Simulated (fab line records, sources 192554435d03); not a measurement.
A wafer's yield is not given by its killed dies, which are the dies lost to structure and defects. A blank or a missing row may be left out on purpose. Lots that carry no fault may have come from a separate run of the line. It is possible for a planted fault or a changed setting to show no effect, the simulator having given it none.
The tool behind it: which one?	flow n5_finfet	24 lots, 72 wafers sampled, at 6 steps of a route of 1938

== WHAT EACH GAUGE READ, for each wafer ==
N5_BEOL_M13_CD_MEAS_10: the cd target is 190 nm.
lot	measured	on	cd_nm (nm)
L076	day 11 15:55	cd_sem-02	186.8 189.3 187.8
L074	day 11 17:35	cd_sem-03	189.4 189.0 189.6
L075	day 11 18:18	cd_sem-01	189.7 189.9 190.4
L077	day 12 06:03	cd_sem-02	190.8 190.7 190.9
L078	day 12 06:05	cd_sem-03	190.5 189.1 192.0
L079	day 12 06:36	cd_sem-01	189.5 191.2 187.7
L081	day 12 22:33	cd_sem-02	189.8 186.7 189.4
L080	day 12 23:04	cd_sem-01	191.5 192.4 192.0
L082	day 13 06:17	cd_sem-01	189.2 191.1 189.4
L083	day 13 14:46	cd_sem-02	191.0 190.9 189.8
L084	day 13 18:10	cd_sem-01	188.6 191.0 188.0
L085	day 13 23:45	cd_sem-01	191.7 191.0 190.6
L087	day 14 14:08	cd_sem-02	191.9 192.8 192.1
L089	day 15 03:49	cd_sem-02	186.9 186.8 188.9
L088	day 15 04:28	cd_sem-03	189.6 192.5 188.2
L086	day 15 05:05	cd_sem-02	189.9 190.4 189.9
L090	day 15 17:40	cd_sem-03	188.8 190.8 188.6
L091	day 16 15:57	cd_sem-03	189.0 187.4 188.0
L093	day 17 01:04	cd_sem-02	189.3 188.7 190.5
L092	day 16 22:29	cd_sem-01	190.3 188.2 188.6
L094	day 17 01:36	cd_sem-03	187.4 188.7 188.2
L095	day 18 02:19	cd_sem-02	191.9 191.9 191.8
L096	day 18 02:29	cd_sem-02	191.1 188.5 189.1
L097	day 18 02:59	cd_sem-02	191.2 189.4 189.1

N5_BEOL_M14_CD_MEAS_10: the cd target is 250 nm.
lot	measured	on	cd_nm (nm)
L076	day 11 20:11	cd_sem-01	248.5 250.0 253.5
L074	day 11 21:54	cd_sem-03	250.7 248.5 252.5
L075	day 11 22:18	cd_sem-02	252.3 250.3 249.1
L077	day 12 11:50	cd_sem-01	248.7 252.9 251.8
L078	day 13 05:16	cd_sem-03	252.8 253.5 250.0
L079	day 13 04:12	cd_sem-02	250.4 251.5 252.6
L081	day 13 07:05	cd_sem-01	252.3 254.2 253.0
L080	day 13 07:47	cd_sem-02	249.0 248.4 249.4
L082	day 13 11:35	cd_sem-03	248.7 249.7 250.0
L083	day 13 23:07	cd_sem-01	250.8 248.8 251.7
L084	day 14 00:02	cd_sem-01	251.8 249.9 251.2
L085	day 14 05:25	cd_sem-02	249.9 248.4 246.8
L087	day 14 19:31	cd_sem-02	249.7 249.0 247.5
L089	day 15 08:32	cd_sem-01	248.3 251.6 249.7
L088	day 15 09:44	cd_sem-02	251.1 251.0 252.2
L086	day 15 10:29	cd_sem-01	252.7 253.7 252.2
L090	day 15 23:23	cd_sem-02	249.4 252.0 249.8
L091	day 16 22:53	cd_sem-03	248.4 250.7 250.1
L093	day 17 07:39	cd_sem-03	248.9 250.3 248.2
L092	day 17 08:25	cd_sem-02	249.2 247.9 248.4
L094	day 17 06:16	cd_sem-02	248.5 250.1 253.0
L095	day 18 07:29	cd_sem-02	250.1 250.2 249.4
L096	day 18 12:59	cd_sem-02	248.0 245.2 253.4
L097	day 18 13:26	cd_sem-02	249.6 252.4 250.4

== WHAT TOOL EACH LOT RAN ON (gives the tool, then ch and the chambers of the sampled wafers, and finally the start) ==
lot	N5_BEOL_M11_ETCH_65	N5_BEOL_M11_STRIP_77	N5_BEOL_M12_DESCUM_33	N5_BEOL_M12_SPUTTER_43
L076	rie_diel-02 ch 2,3, day 11 05:38	rie_diel-02 ch 2,3, day 11 12:10 or earlier	rie_diel-04 ch 1,2, day 11 12:10	pvd_sputter-01, day 11 13:08
L074	rie_diel-03 ch 0,1,2, day 11 05:57	rie_diel-03 ch 0,1,2, day 11 12:40 or earlier	rie_diel-04 ch 1,3, day 11 12:40	pvd_sputter-01, day 11 13:41
L075	rie_diel-02 ch 1,2, day 11 09:05	rie_diel-02 ch 1,2, day 11 14:11 or earlier	rie_diel-06 ch 1,2, day 11 14:11	pvd_sputter-02, day 11 15:16
L077	rie_diel-02 ch 2,3, day 11 20:55	rie_diel-02 ch 2,3, day 12 02:13 or earlier	rie_diel-05 ch 1,2,3, day 12 02:13	pvd_sputter-03, day 12 04:14
L078	rie_diel-03 ch 1,2, day 11 21:26	rie_diel-03 ch 1,2, day 12 03:16 or earlier	rie_diel-06 ch 1,2,3, day 12 03:16	pvd_sputter-01, day 12 04:18
L079	rie_diel-01 ch 1,3, day 11 21:37	rie_diel-01 ch 1,3, day 12 03:53 or earlier	rie_diel-05 ch 1,2,3, day 12 03:53	pvd_sputter-03, day 12 04:56
L081	rie_diel-02 ch 0,1,3, day 12 06:08	rie_diel-02 ch 0,1,3, day 12 12:01 or earlier	rie_diel-04 ch 0,2, day 12 12:01	pvd_sputter-02, day 12 20:46
L080	rie_diel-03 ch 1,2,3, day 12 10:36	rie_diel-03 ch 1,2,3, day 12 19:44 or earlier	rie_diel-04 ch 0,1, day 12 19:44	pvd_sputter-02, day 12 21:17
L082	rie_diel-02 ch 2,3, day 12 16:35	rie_diel-02 ch 2,3, day 12 21:50 or earlier	rie_diel-05 ch 0,2, day 12 21:50	pvd_sputter-02, day 13 04:31
L083	rie_diel-02 ch 0,3, day 13 00:38	rie_diel-02 ch 0,3, day 13 05:54 or earlier	rie_diel-06 ch 0,1,2, day 13 05:54	pvd_sputter-02, day 13 13:06
L084	rie_diel-02 ch 1,2,3, day 13 08:52	rie_diel-02 ch 1,2,3, day 13 13:52 or earlier	rie_diel-06 ch 0,2,3, day 13 13:52	pvd_sputter-01, day 13 16:23
L085	rie_diel-02 ch 1,2, day 13 11:53	rie_diel-02 ch 1,2, day 13 16:30 or earlier	rie_diel-04 ch 0,1,3, day 13 16:30	pvd_sputter-02, day 13 21:30
L087	rie_diel-02 ch 0,1,2, day 14 01:55	rie_diel-02 ch 0,1,2, day 14 07:50 or earlier	rie_diel-05 ch 0,1,3, day 14 07:50	pvd_sputter-03, day 14 12:29
L089	rie_diel-03 ch 0,1,3, day 14 15:38	rie_diel-03 ch 0,1,3, day 14 23:16 or earlier	rie_diel-04 ch 0,2,3, day 14 23:16	pvd_sputter-02, day 15 01:37
L088	rie_diel-01 ch 0,1,3, day 14 19:17	rie_diel-01 ch 0,1,3, day 15 00:30 or earlier	rie_diel-04 ch 1,2, day 15 00:30	pvd_sputter-03, day 15 01:39
L086	rie_diel-03 ch 0,2,3, day 14 19:38	rie_diel-03 ch 0,2,3, day 15 01:35 or earlier	rie_diel-05 ch 0,3, day 15 01:35	pvd_sputter-03, day 15 02:31
L090	rie_diel-02 ch 2,3, day 15 00:43	rie_diel-02 ch 2,3, day 15 08:15 or earlier	rie_diel-05 ch 0,1,3, day 15 08:15	pvd_sputter-02, day 15 15:18
L091	rie_diel-01 ch 0,3, day 16 08:09	rie_diel-01 ch 0,3, day 16 12:53 or earlier	rie_diel-04 ch 0,1, day 16 12:53	pvd_sputter-02, day 16 14:16
L093	rie_diel-03 ch 0,1, day 16 13:19	rie_diel-03 ch 0,1, day 16 18:06 or earlier	rie_diel-04 ch 1,2, day 16 18:06	pvd_sputter-02, day 16 23:06
L092	rie_diel-02 ch 0,1, day 16 13:22	rie_diel-02 ch 0,1, day 16 17:38 or earlier	rie_diel-05 ch 0,3, day 16 17:38	pvd_sputter-01, day 16 20:50
L094	rie_diel-03 ch 1,2,3, day 16 15:04	rie_diel-03 ch 1,2,3, day 16 22:48 or earlier	rie_diel-05 ch 1,2,3, day 16 22:48	pvd_sputter-03, day 16 23:49
L095	rie_diel-02 ch 0,1,2, day 17 14:20	rie_diel-02 ch 0,1,2, day 17 20:44 or earlier	rie_diel-04 ch 2,3, day 17 20:44	pvd_sputter-02, day 18 00:15
L096	rie_diel-03 ch 0,1,3, day 17 14:48	rie_diel-03 ch 0,1,3, day 17 21:25 or earlier	rie_diel-06 ch 0,1,3, day 17 21:25	pvd_sputter-02, day 18 00:39
L097	rie_diel-03 ch 0,1,2, day 17 17:36	rie_diel-03 ch 0,1,2, day 17 22:13 or earlier	rie_diel-05 ch 0,1,3, day 17 22:13	pvd_sputter-01, day 18 01:04
- N5_BEOL_M11_ETCH_65: etches SiARC in CF4, target depth 39 nm, time 65 s.
- N5_BEOL_M11_STRIP_77: strips in N2/H2, time 10 s.
- N5_BEOL_M12_DESCUM_33: chemistry O2, time 7.9 s.
- N5_BEOL_M12_SPUTTER_43: material TaN, target thk 15 nm, time 24.19 s.

== WHAT THE TOOLS THEMSELVES READ (means of the sampled wafers that have a number; where no wafer has one, the mark that the record gives instead) ==
N5_BEOL_M11_ETCH_65.
lot	tool	drypump_motor_current_A (A)	etch_rf_on_time_s (s)	oes_product_au (a.u.)	rf_vpp_V (V)	showerhead_plenum_p_Torr (Torr)	throttle_valve_pct (%)
L076	rie_diel-02	6.3	65.1	0.72	183.4	2.08	15.65
L074	rie_diel-03	5.6	64.9	0.63	184.4	2.16	15.69
L075	rie_diel-02	5.6	64.9	0.65	183.0	2.06	15.86
L077	rie_diel-02	6.3	65.4	0.72	183.2	2.08	15.66
L078	rie_diel-03	5.9	65.2	0.61	184.1	2.16	15.73
L079	rie_diel-01	5.5	62.8	0.77	183.8	2.16	15.17
L081	rie_diel-02	5.7	64.9	0.64	182.6	2.06	15.72
L080	rie_diel-03	6.2	65.0	0.65	184.2	2.17	15.67
L082	rie_diel-02	6.3	65.6	0.64	183.7	2.05	15.74
L083	rie_diel-02	6.0	65.8	0.63	182.8	2.05	15.66
L084	rie_diel-02	5.9	65.3	0.64	182.6	2.05	15.80
L085	rie_diel-02	6.0	64.0	0.70	183.8	2.08	15.75
L087	rie_diel-02	5.7	63.9	0.70	182.7	2.07	15.68
L089	rie_diel-03	5.8	64.7	0.64	184.0	2.17	15.66
L088	rie_diel-01	5.9	63.2	0.71	183.6	2.16	15.29
L086	rie_diel-03	5.7	64.7	0.65	182.9	2.14	15.48
L090	rie_diel-02	6.3	64.7	0.76	185.5	2.15	15.55
L091	rie_diel-01	6.1	64.7	0.68	183.7	2.13	15.42
L093	rie_diel-03	5.3	64.8	0.61	184.3	2.15	15.71
L092	rie_diel-02	5.5	63.0	0.76	184.6	2.15	15.44
L094	rie_diel-03	6.1	65.0	0.63	184.7	2.16	15.72
L095	rie_diel-02	5.7	63.6	0.75	183.8	2.14	15.54
L096	rie_diel-03	5.9	64.0	0.64	184.3	2.16	15.70
L097	rie_diel-03	5.6	64.9	0.60	184.4	2.15	15.76

N5_BEOL_M11_STRIP_77.
lot	tool	drypump_motor_current_A (A)	oes_product_au (a.u.)	rf_vpp_V (V)	showerhead_plenum_p_Torr (Torr)	throttle_valve_pct (%)
L076	rie_diel-02	6.3	0.85	57.8	2.46	23.7
L074	rie_diel-03	5.6	0.74	58.9	2.56	23.7
L075	rie_diel-02	5.6	0.77	58.9	2.43	23.9
L077	rie_diel-02	6.3	0.83	58.0	2.46	23.7
L078	rie_diel-03	5.9	0.72	59.5	2.57	23.7
L079	rie_diel-01	5.5	0.90	59.0	2.54	23.0
L081	rie_diel-02	5.7	0.75	59.0	2.43	23.8
L080	rie_diel-03	6.2	0.76	58.5	2.58	23.7
L082	rie_diel-02	6.3	0.74	58.7	2.43	23.9
L083	rie_diel-02	6.0	0.74	59.0	2.43	23.9
L084	rie_diel-02	5.9	0.75	58.7	2.43	23.9
L085	rie_diel-02	6.0	0.83	58.8	2.45	23.8
L087	rie_diel-02	5.7	0.82	58.7	2.44	23.7
L089	rie_diel-03	5.9	0.76	59.7	2.57	23.7
L088	rie_diel-01	5.9	0.82	58.7	2.56	23.2
L086	rie_diel-03	5.8	0.76	59.2	2.54	23.5
L090	rie_diel-02	6.4	0.88	59.1	2.55	23.6
L091	rie_diel-01	6.1	0.79	58.7	2.51	23.2
L093	rie_diel-03	5.3	0.72	59.6	2.54	23.7
L092	rie_diel-02	5.5	0.90	59.7	2.54	23.4
L094	rie_diel-03	6.2	0.73	58.9	2.57	23.7
L095	rie_diel-02	5.7	0.88	59.5	2.54	23.5
L096	rie_diel-03	5.9	0.74	58.7	2.56	23.7
L097	rie_diel-03	5.6	0.70	59.1	2.55	23.7

N5_BEOL_M12_DESCUM_33.
lot	tool	drypump_motor_current_A (A)	oes_product_au (a.u.)	rf_vpp_V (V)	showerhead_plenum_p_Torr (Torr)	throttle_valve_pct (%)
L076	rie_diel-04	5.9	0.73	245.2	2.14	20.33
L074	rie_diel-04	5.8	0.72	243.0	2.04	20.46
L075	rie_diel-06	5.5	0.82	242.2	2.02	20.31
L077	rie_diel-05	5.3	0.92	244.6	2.17	20.33
L078	rie_diel-06	5.6	0.81	243.1	2.09	20.40
L079	rie_diel-05	5.3	0.91	244.4	2.17	20.33
L081	rie_diel-04	5.1	0.78	243.2	2.10	20.33
L080	rie_diel-04	5.5	0.73	243.5	2.13	20.20
L082	rie_diel-05	5.6	0.82	244.1	2.13	20.15
L083	rie_diel-06	5.5	0.85	242.4	2.09	20.29
L084	rie_diel-06	5.6	0.85	243.2	2.15	20.36
L085	rie_diel-04	5.5	0.73	243.0	2.07	20.35
L087	rie_diel-05	5.7	0.83	243.7	2.09	20.50
L089	rie_diel-04	5.4	0.75	243.3	2.06	20.51
L088	rie_diel-04	5.9	0.71	242.8	2.13	20.36
L086	rie_diel-05	6.1	0.76	242.5	2.03	20.44
L090	rie_diel-05	5.7	0.82	242.7	2.08	20.51
L091	rie_diel-04	5.1	0.73	242.8	2.10	20.24
L093	rie_diel-04	5.9	0.70	243.4	2.13	20.39
L092	rie_diel-05	5.8	0.81	243.0	2.08	20.45
L094	rie_diel-05	5.3	0.85	243.8	2.16	20.38
L095	rie_diel-04	5.8	0.71	242.3	2.01	20.70
L096	rie_diel-06	5.9	0.75	242.3	2.12	20.61
L097	rie_diel-05	5.7	0.79	242.5	2.08	20.55

N5_BEOL_M12_SPUTTER_43.
lot	tool	throttle_valve_pct (%)
L076	pvd_sputter-01	31.2
L074	pvd_sputter-01	31.2
L075	pvd_sputter-02	28.9
L077	pvd_sputter-03	30.2
L078	pvd_sputter-01	31.1
L079	pvd_sputter-03	30.0
L081	pvd_sputter-02	29.4
L080	pvd_sputter-02	29.0
L082	pvd_sputter-02	28.9
L083	pvd_sputter-02	29.2
L084	pvd_sputter-01	31.3
L085	pvd_sputter-02	29.4
L087	pvd_sputter-03	31.3
L089	pvd_sputter-02	29.0
L088	pvd_sputter-03	30.1
L086	pvd_sputter-03	32.1
L090	pvd_sputter-02	29.2
L091	pvd_sputter-02	29.3
L093	pvd_sputter-02	29.3
L092	pvd_sputter-01	31.3
L094	pvd_sputter-03	31.2
L095	pvd_sputter-02	29.2
L096	pvd_sputter-02	29.4
L097	pvd_sputter-01	30.7

== THE ANSWER, worked out from the rows above alone ==
Rule: usual is defined by the lots themselves. The widest of any qualifying gaps counts: lots, ordered by their means at a reading, are off when they make up no more than a third of the lots, leave a main group of 4 or more, and stand apart from it by 3 or more times the standard deviation of that group's means. The tables above print the reading to a certain number of digits; a main group whose means all agree to those digits is not used. A lot without any number at a reading at which 4 lots or more have one is off too. Any other lot the step has rows for is counted as sound. The gauges are gone through in route order, then the tools' own readings, and for those a lot's mean is taken as printed above. At the first step where some lot is off, the reading lying furthest off is the one used; lots without a number count as furthest.
No lot is off on any of the readings shown, so nothing can be concluded from this.

== WHAT HAD BEEN PUT IN BY THE SIMULATOR ==
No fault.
